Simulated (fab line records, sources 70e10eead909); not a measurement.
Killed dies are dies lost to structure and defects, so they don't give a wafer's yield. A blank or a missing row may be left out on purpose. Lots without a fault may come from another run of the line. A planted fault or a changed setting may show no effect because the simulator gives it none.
Problem report in the 8D (eight disciplines) form, filled by code | flow nand_harc | the parts of the form that need people (team, actions taken, sign-off) are left out

1. THE PROBLEM
thk_nm at NHARC_A_ONON_D1_THK_MEAS_02 reads a mean of 1495 nm on 1 wafer of 1 lot; wafers without a fault read 999 nm with a standard deviation of 9. That is +55 standard deviations from the usual mean.
The step: measures by ellipsometry.
First seen on wafer L519.2, day 13 19:59, on film_metro-01. The record holds 38 wafers of 13 lots with a number at this step. Rule for "out", or "out of limits": more than 4 standard deviations from the usual mean. The other wafers with a number count as sound.

2. WHAT IT IS AND WHAT IT IS NOT
question                    | is                | is not
which readings at this step | thk_nm            | -
which lots                  | L519              | L505, L506, L507, L508, L509, L510, L511, L513, L514, L516, L521, L526
which wafers of those lots  | L519.2            | L519.4
read on which gauges        | film_metro-01     | film_metro-02
when                        | from day 13 19:59 | up to then (31 sound wafers); but 6 sound wafers of L521, L526 came after

3. SUSPECTS, AND WHAT RULES EACH OUT
Counting: a tool at a process step up to the reading stays a suspect if it ran every lot that is out. Sound lots after the first of them don't rule it out here, since some wafers of a struck lot are sound.
- the gauge at NHARC_A_ONON_D1_THK_MEAS_02: kept. All the wafers that are out were read on film_metro-01, and no step on other tools shows them out.
- pecvd_onon-03 at NHARC_A_ONON_D1_DEP_00 (target thk 1000 nm): kept. It ran the lot that is out, L519 (day 13 19:32); its last sound lot up to then is L511 (day 10 10:53).
Left after counting: pecvd_onon-03 at NHARC_A_ONON_D1_DEP_00, film_metro-01 at NHARC_A_ONON_D1_THK_MEAS_02.

4. THE CAUSE (what the simulator had put in)
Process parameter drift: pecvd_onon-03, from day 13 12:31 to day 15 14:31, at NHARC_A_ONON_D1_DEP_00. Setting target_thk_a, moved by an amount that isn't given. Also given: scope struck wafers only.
Counting left 2 suspects, and this tool is among them.

5. THE CHAIN OF EFFECTS, in route order
Each row: a reading whose mean over the struck wafers that have a number lies more than 3 standard deviations from the usual. Only readings for which the record gives a usual standard deviation are gone through. hours: the time from each lot's start at the first step in this table that gives one to its start at this step, as a median over the lots. sigmas: the change in usual standard deviations.
hours | step                        | reading | usual  | on struck wafers | change | sigmas
0     | NHARC_A_ONON_D1_THK_MEAS_02 | thk_nm  | 999 nm | 1495             | +496   | +55
Later measuring or inspecting steps at which every struck wafer that the step has a row for has a number for every such reading, and none has moved that far: NHARC_A_ONON_D1_THK_MEAS_24.

6. WHAT WOULD HAVE CAUGHT IT SOONER
In this record the first reading out of limits at a measuring or inspecting step was taken at day 13 19:59, 7 hours after the fault began at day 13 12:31.
All the lots that are out (1) had begun NHARC_A_ONON_D1_DEP_00 on pecvd_onon-03 by day 13 19:59. A hold on the tool at that time would have spared none of them.
